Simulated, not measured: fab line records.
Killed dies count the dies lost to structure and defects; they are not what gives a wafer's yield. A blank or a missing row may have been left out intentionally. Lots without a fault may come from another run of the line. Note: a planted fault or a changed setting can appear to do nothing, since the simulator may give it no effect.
The tool behind it: which one?    flow n5-finfet    24 lots, 72 wafers sampled, at 4 steps of a route of 1938

## WHAT THE GAUGES READ, wafer by wafer
N5_BEOL_M1_OVL_MEAS_12. Usual: M1_OVL gives -0.1 nm (standard deviation 0.62).
lot   measured      on          M1_OVL (nm)     flag
L074  day 6 00:59   overlay-01  0.0 0.6 0.2     
L075  day 6 04:10   overlay-02  0.0 -0.1 0.5    
L076  day 6 10:52   overlay-01  -0.5 -0.4 -0.7  
L077  day 6 19:07   overlay-02  0.6 0.7 0.1     
L078  day 7 04:12   overlay-01  0.5 0.1 0.0     
L079  day 7 09:46   overlay-01  0.4 0.8 0.5     
L080  day 7 10:23   overlay-02  -0.1 0.6 0.5    
L081  day 7 18:58   overlay-02  -1.0 -1.8 -0.4  
L082  day 8 05:08   overlay-01  -1.6 -0.9 -0.4  
L084  day 8 12:18   overlay-02  0.6 0.1 1.1     
L083  day 8 12:30   overlay-02  -0.4 -0.9 0.5   
L085  day 8 23:28   overlay-02  0.3 -0.2 0.3    
L086  day 9 05:15   overlay-01  0.7 0.1 -0.2    
L087  day 9 07:20   overlay-02  1.0 0.5 0.8     
L088  day 9 11:08   overlay-01  0.4 -0.2 -0.7   
L089  day 9 17:50   overlay-01  -0.7 0.2 -1.0   
L090  day 9 23:36   overlay-01  0.0 0.6 -1.0    
L091  day 10 06:02  overlay-02  0.9 -0.4 0.6    
L092  day 10 12:20  overlay-02  -0.2 0.1 -0.3   
L093  day 10 16:51  overlay-02  -2.0 -1.0 -1.4  
L094  day 10 22:04  overlay-02  0.0 0.0 0.0     
L095  day 11 09:52  overlay-01  -1.2 -0.5 0.2   
L096  day 11 14:40  overlay-02  -0.3 0.7 -0.4   
L097  day 11 22:47  overlay-01  -0.7 -0.7 -0.8  

## TOOL THAT RAN EACH LOT (tool first, then ch and the chambers of the sampled wafers, then the start)
lot   N5_BEOL_M0_PRE_CLEAN_113      N5_BEOL_M0_ANNEAL_135         N5_BEOL_M1_ILD_DEP_00
L074  pvd-sputter-02, day 5 20:01   pvd-sputter-02, day 5 22:35   pecvd-01 ch 1,2, day 5 23:44
L075  pvd-sputter-02, day 5 23:59   pvd-sputter-03, day 6 00:49   pecvd-04 ch 0,1,2, day 6 02:11
L076  pvd-sputter-01, day 6 06:55   pvd-sputter-03, day 6 08:56   pecvd-04 ch 0,2, day 6 10:08
L077  pvd-sputter-02, day 6 13:31   pvd-sputter-01, day 6 17:09   pecvd-04 ch 0,1, day 6 18:24
L078  pvd-sputter-01, day 6 22:08   pvd-sputter-02, day 6 23:48   pecvd-01 ch 0,1,2, day 7 00:59
L079  pvd-sputter-02, day 7 05:23   pvd-sputter-01, day 7 06:20   pecvd-01 ch 0,1,2, day 7 08:13
L080  pvd-sputter-01, day 7 06:47   pvd-sputter-02, day 7 08:04   pecvd-01 ch 0,1,2, day 7 09:15
L081  pvd-sputter-02, day 7 13:04   pvd-sputter-01, day 7 15:13   pecvd-04 ch 0,1,2, day 7 16:26
L082  pvd-sputter-01, day 8 02:05   pvd-sputter-01, day 8 03:07   pecvd-03 ch 0,1,2, day 8 04:25
L084  pvd-sputter-03, day 8 06:31   pvd-sputter-03, day 8 07:23   pecvd-01 ch 1,2, day 8 08:35
L083  pvd-sputter-01, day 8 06:31   pvd-sputter-02, day 8 07:29   pecvd-04 ch 0,1,2, day 8 08:44
L085  pvd-sputter-02, day 8 19:25   pvd-sputter-01, day 8 20:22   pecvd-03 ch 0,1, day 8 21:59
L086  pvd-sputter-01, day 9 00:20   pvd-sputter-02, day 9 02:46   pecvd-04 ch 0,1,2, day 9 03:55
L087  pvd-sputter-01, day 9 03:52   pvd-sputter-03, day 9 05:07   pecvd-01 ch 1,2, day 9 06:17
L088  pvd-sputter-03, day 9 06:44   pvd-sputter-01, day 9 09:01   pecvd-04 ch 0,2, day 9 10:10
L089  pvd-sputter-02, day 9 14:06   pvd-sputter-01, day 9 15:22   pecvd-03 ch 1, day 9 16:32
L090  pvd-sputter-02, day 9 19:34   pvd-sputter-02, day 9 20:54   pecvd-04 ch 0,1,2, day 9 22:17
L091  pvd-sputter-02, day 10 01:50  pvd-sputter-03, day 10 02:57  pecvd-01 ch 0,1,2, day 10 04:11
L092  pvd-sputter-01, day 10 07:20  pvd-sputter-02, day 10 08:44  pecvd-01 ch 0,1,2, day 10 10:07
L093  pvd-sputter-01, day 10 13:44  pvd-sputter-01, day 10 15:01  pecvd-01 ch 0,2, day 10 16:13
L094  pvd-sputter-02, day 10 16:48  pvd-sputter-01, day 10 18:32  pecvd-01 ch 0,1, day 10 19:41
L095  pvd-sputter-01, day 11 06:32  pvd-sputter-01, day 11 07:19  pecvd-03 ch 0,2, day 11 08:37
L096  pvd-sputter-03, day 11 09:39  pvd-sputter-02, day 11 10:44  pecvd-04 ch 0,1,2, day 11 11:58
L097  pvd-sputter-01, day 11 18:52  pvd-sputter-03, day 11 20:23  pecvd-01 ch 0,1,2, day 11 21:32
- N5_BEOL_M0_PRE_CLEAN_113: time 30 s.
- N5_BEOL_M0_ANNEAL_135: time 60 s.
- N5_BEOL_M1_ILD_DEP_00: deposits SiOC from DEMS/O2, target thk 79 nm, time 15.3 s.

## AS READ BY THE TOOLS THEMSELVES (means over the sampled wafers that have a number; for cases with no such wafer, the mark the record gives instead)
N5_BEOL_M0_PRE_CLEAN_113. Usual: heater-power-w reads 342 W (standard deviation 39).
lot   tool            heater-power-w (W)  flag
L074  pvd-sputter-02  384                 
L075  pvd-sputter-02  361                 
L076  pvd-sputter-01  315                 
L077  pvd-sputter-02  358                 
L078  pvd-sputter-01  341                 
L079  pvd-sputter-02  349                 
L080  pvd-sputter-01  320                 
L081  pvd-sputter-02  389                 
L082  pvd-sputter-01  314                 
L084  pvd-sputter-03  333                 
L083  pvd-sputter-01  328                 
L085  pvd-sputter-02  354                 
L086  pvd-sputter-01  337                 
L087  pvd-sputter-01  333                 
L088  pvd-sputter-03  317                 
L089  pvd-sputter-02  376                 
L090  pvd-sputter-02  384                 
L091  pvd-sputter-02  386                 
L092  pvd-sputter-01  315                 
L093  pvd-sputter-01  345                 
L094  pvd-sputter-02  400                 
L095  pvd-sputter-01  349                 
L096  pvd-sputter-03  314                 
L097  pvd-sputter-01  319                 

N5_BEOL_M0_ANNEAL_135. Usual: heater-power-w reads 836 W (standard deviation 93).
lot   tool            heater-power-w (W)  flag
L074  pvd-sputter-02  914                 
L075  pvd-sputter-03  804                 
L076  pvd-sputter-03  785                 
L077  pvd-sputter-01  732                 
L078  pvd-sputter-02  937                 
L079  pvd-sputter-01  785                 
L080  pvd-sputter-02  945                 
L081  pvd-sputter-01  771                 
L082  pvd-sputter-01  801                 
L084  pvd-sputter-03  788                 
L083  pvd-sputter-02  873                 
L085  pvd-sputter-01  787                 
L086  pvd-sputter-02  895                 
L087  pvd-sputter-03  729                 
L088  pvd-sputter-01  832                 
L089  pvd-sputter-01  798                 
L090  pvd-sputter-02  991                 
L091  pvd-sputter-03  750                 
L092  pvd-sputter-02  939                 
L093  pvd-sputter-01  840                 
L094  pvd-sputter-01  794                 
L095  pvd-sputter-01  839                 
L096  pvd-sputter-02  935                 
L097  pvd-sputter-03  845                 

N5_BEOL_M1_ILD_DEP_00. Usual: chamber-pressure-Torr 5.000 Torr, standard deviation 0.011; heater-power-w 476 W, standard deviation 87; showerhead-plenum-p-Torr 5.683 Torr, standard deviation 0.013; throttle-valve-pct 11.9 %, standard deviation 0.74.
lot   tool      chamber-pressure-Torr (Torr)  heater-power-w (W)  showerhead-plenum-p-Torr (Torr)  throttle-valve-pct (%)  flag
L074  pecvd-01  4.999                         368                 5.685                            11.3                    
L075  pecvd-04  5.004                         564                 5.689                            11.6                    
L076  pecvd-04  5.007                         544                 5.693                            11.9                    
L077  pecvd-04  5.000                         554                 5.693                            11.8                    
L078  pecvd-01  4.994                         431                 5.678                            11.5                    
L079  pecvd-01  4.995                         413                 5.681                            11.7                    
L080  pecvd-01  4.998                         437                 5.689                            11.6                    
L081  pecvd-04  5.000                         546                 5.679                            11.8                    
L082  pecvd-03  5.000                         464                 5.673                            12.6                    
L084  pecvd-01  4.997                         398                 5.686                            11.0                    
L083  pecvd-04  5.002                         608                 5.691                            11.7                    
L085  pecvd-03  4.989                         461                 5.686                            13.1                    
L086  pecvd-04  5.008                         582                 5.681                            11.9                    
L087  pecvd-01  4.997                         377                 5.669                            11.4                    
L088  pecvd-04  4.984                         562                 5.689                            11.9                    
L089  pecvd-03  5.003                         445                 5.681                            12.8                    
L090  pecvd-04  5.001                         580                 5.687                            11.8                    
L091  pecvd-01  5.002                         417                 5.677                            11.7                    
L092  pecvd-01  4.989                         408                 5.670                            11.6                    
L093  pecvd-01  4.999                         452                 5.687                            12.1                    
L094  pecvd-01  5.001                         401                 5.675                            12.3                    
L095  pecvd-03  4.989                         476                 5.678                            12.2                    
L096  pecvd-04  4.999                         529                 5.687                            11.7                    
L097  pecvd-01  5.005                         392                 5.688                            11.6                    

## THE ANSWER, worked out from the rows above alone
Rule: take the mean of a lot's wafers that have a number; if it is more than 3 standard deviations from the usual mean, the lot is off. A lot without any number at a reading at which 4 lots or more have one is off too. All remaining lots with rows at the step are treated as sound. After the gauges, taken in route order, come the tools' own readings; for these a lot's mean is taken, as printed above. The first step at which some lot is off is used, and at that step the reading that is off furthest; a lot without a number counts as furthest.
None of the lots is off at any reading shown; this tells nothing.

## WHAT HAD BEEN PUT IN BY THE SIMULATOR
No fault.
